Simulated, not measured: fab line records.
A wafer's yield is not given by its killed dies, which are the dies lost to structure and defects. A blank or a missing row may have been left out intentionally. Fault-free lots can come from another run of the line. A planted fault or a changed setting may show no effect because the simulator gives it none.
Which tool is to blame?	flow n5-finfet	11 lots (31 wafers sampled), 1 step of a 1938-step route

## WHAT THE GAUGES READ, wafer by wafer
N5_BEOL_M5_INSPECT_13: inspects for defects (brightfield).
lot	measured	on	raw-defect-count
L124	day 8 23:53	defect-inspect-01	204 327 451
L125	day 9 02:53	defect-inspect-01	241 328 273
L128	day 9 05:38	defect-inspect-02	261 281 315
L131	day 9 20:05	defect-inspect-02	587 329 362
L129	day 10 03:35	defect-inspect-01	249 309 358
L136	day 11 13:29	defect-inspect-01	373 372 325
L142	day 12 07:49	defect-inspect-02	381 468 432
L139	day 12 08:15	defect-inspect-01	567 523 460
L137	day 12 08:37	defect-inspect-02	312 364 364
L141	day 12 17:02	defect-inspect-02	348 332
L146	day 15 07:58	defect-inspect-02	384 345

## WHICH TOOL RAN EACH LOT (tool, then ch and the chambers of the sampled wafers, then the start)
The record shows no process step preceding these readings.

## THE ANSWER, worked out from the rows above alone
Rule: the usual values come from the lots themselves. The widest of any qualifying gaps counts: lots, ordered by their means at a reading, are off when they make up no more than a third of the lots, leave a main group of 4 or more, and stand apart from it by 3 or more times the standard deviation of that group's means. A main group whose means are all the same, to the digits that the tables above print for the reading, isn't used. A lot without any number at a reading at which 4 lots or more have one is off too. Any other lot the step has rows for is counted as sound.
Nothing can be told from this: no lot is off at any reading shown.

## WHAT WAS PUT IN BY THE SIMULATOR
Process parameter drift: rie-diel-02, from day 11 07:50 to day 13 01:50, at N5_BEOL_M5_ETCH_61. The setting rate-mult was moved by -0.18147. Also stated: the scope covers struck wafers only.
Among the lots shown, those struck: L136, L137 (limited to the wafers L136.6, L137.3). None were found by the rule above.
